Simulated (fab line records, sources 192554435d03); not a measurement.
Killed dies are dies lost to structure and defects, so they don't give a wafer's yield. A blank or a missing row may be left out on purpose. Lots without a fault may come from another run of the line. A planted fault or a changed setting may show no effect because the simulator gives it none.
Split-lot experiment | flow n5_finfet | 7 lots, 21 wafers read, on a route of 1938 steps

THE SPLIT
At N5_BEOL_M0_CUTY_ETCH_63 (etches SOC in N2/H2, target depth 82.7 nm, overetch 16.5 nm, time 124 s), the setting time_s was moved away from the recipe's 124 s on 5 of the 21 wafers read, by -22.2% to +21.5%. The other wafers ran this setting at the recipe's value.

The reading is taken at the split's own step.

THE READING
SiO2_of_BEOL_M0_SAQP_SPACER2_ALD_26.thk_nm (the simulator's own value, which no gauge read), in nm, at N5_BEOL_M0_CUTY_ETCH_63 (etches SOC in N2/H2, target depth 82.7 nm, overetch 16.5 nm, time 124 s). The file gives no usual value for it. The 16 wafers here that ran the recipe average 7.0 nm, standard deviation 0.16 nm.

wafer  | tool, chamber at the split | time_s as run, s | against the recipe | SiO2_of_BEOL_M0_SAQP_SPACER2_ALD_26.thk_nm, nm | against lot-mates on the recipe
L076.2 | rie_diel-06, 3             | 124              | recipe             | 7.2                                            | -
L076.4 | rie_diel-06, 0             | 124              | recipe             | 7.4                                            | -
L076.6 | rie_diel-06, 1             | 124              | recipe             | 7                                              | -
L077.1 | rie_diel-06, 1,3           | 124              | recipe             | 7                                              | -
L077.2 | rie_diel-06, 1,3           | 124              | recipe             | 7                                              | -
L077.3 | rie_diel-06, 0             | 149              | +20.2%             | 6.6                                            | -0.4
L080.2 | rie_diel-06, 3             | 124              | recipe             | 7                                              | -
L080.5 | rie_diel-06, 3             | 124              | recipe             | 7                                              | -
L080.4 | rie_diel-06, 1             | 96.53            | -22.2%             | 7.8                                            | +0.8
L090.3 | rie_diel-06, 0             | 124              | recipe             | 7.2                                            | -
L090.4 | rie_diel-06, 1             | 124              | recipe             | 6.8                                            | -
L090.6 | rie_diel-06, 3             | 124              | recipe             | 7                                              | -
L093.1 | rie_diel-05, 0             | 150.6            | +21.5%             | 6.4                                            | -0.7
L093.4 | rie_diel-05, 2             | 124              | recipe             | 7                                              | -
L093.5 | rie_diel-05, 3             | 124              | recipe             | 7.2                                            | -
L094.1 | rie_diel-06, 0             | 100.7            | -18.8%             | 7.8                                            | +0.9
L094.3 | rie_diel-06, 1             | 124              | recipe             | 6.8                                            | -
L094.5 | rie_diel-06, 1             | 124              | recipe             | 7                                              | -
L097.2 | rie_diel-04, 2             | 124              | recipe             | 7                                              | -
L097.3 | rie_diel-04, 2             | 138.6            | +11.8%             | 6.6                                            | -0.3
L097.4 | rie_diel-04, 0             | 124              | recipe             | 6.8                                            | -
Where a row lists several chambers, the file gives one row for several wafers and doesn't say which wafer went through which chamber.

THE FIT
A straight line over all 21 wafers: SiO2_of_BEOL_M0_SAQP_SPACER2_ALD_26.thk_nm changes by -0.0319 nm for each +1% of time_s; r = -0.89; the points scatter about the line by 0.16 nm.
The same after taking each lot's own level away (the mean of its wafers on the recipe; 21 wafers): -0.0334 nm for each +1%; r = -0.92; scatter 0.14 nm.
On that fit, the largest move of time_s shifts the reading by 0.74 nm.
The lots' own levels span 6.90 to 7.20 nm, that is 1.9 times the standard deviation above.
So the lot-to-lot level changes the slope little: the two slopes agree.
Check: with one of the wafers moved furthest among these (-22.2%) left out of the fit, the line predicts +0.76 nm for it against its lot-mates. It came out at +0.8 nm against them.

OTHER SPLITS ON THESE WAFERS
These wafers also went through other splits before the reading. Each is held against what the fit with the lots' levels taken away leaves over:
other split on the same wafers      | wafers away from the commonest value | r with SiO2_of_BEOL_M0_SAQP_SPACER2_ALD_26.thk_nm (lot level and that fit taken away)
N5_GATE_CUT_EXPOSE_10 dose_mj       | 10                                   | -0.19
N5_GATE_CUT_DESCUM_18 time_s        | 6                                    | +0.01
N5_GATE_CUT_CUT_ETCH_54 bias_w      | 9                                    | -0.11
N5_MOL_CONTACT_COAG_PECVD_31 temp_c | 10                                   | +0.09
N5_BEOL_M0_SAQP_EXPOSE_11 dose_mj   | 6                                    | +0.35

THE FILE'S OWN FIT
SiO2_of_BEOL_M0_SAQP_SPACER2_ALD_26.thk_nm changes by -0.0331 nm for each +1% of time_s, r = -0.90.
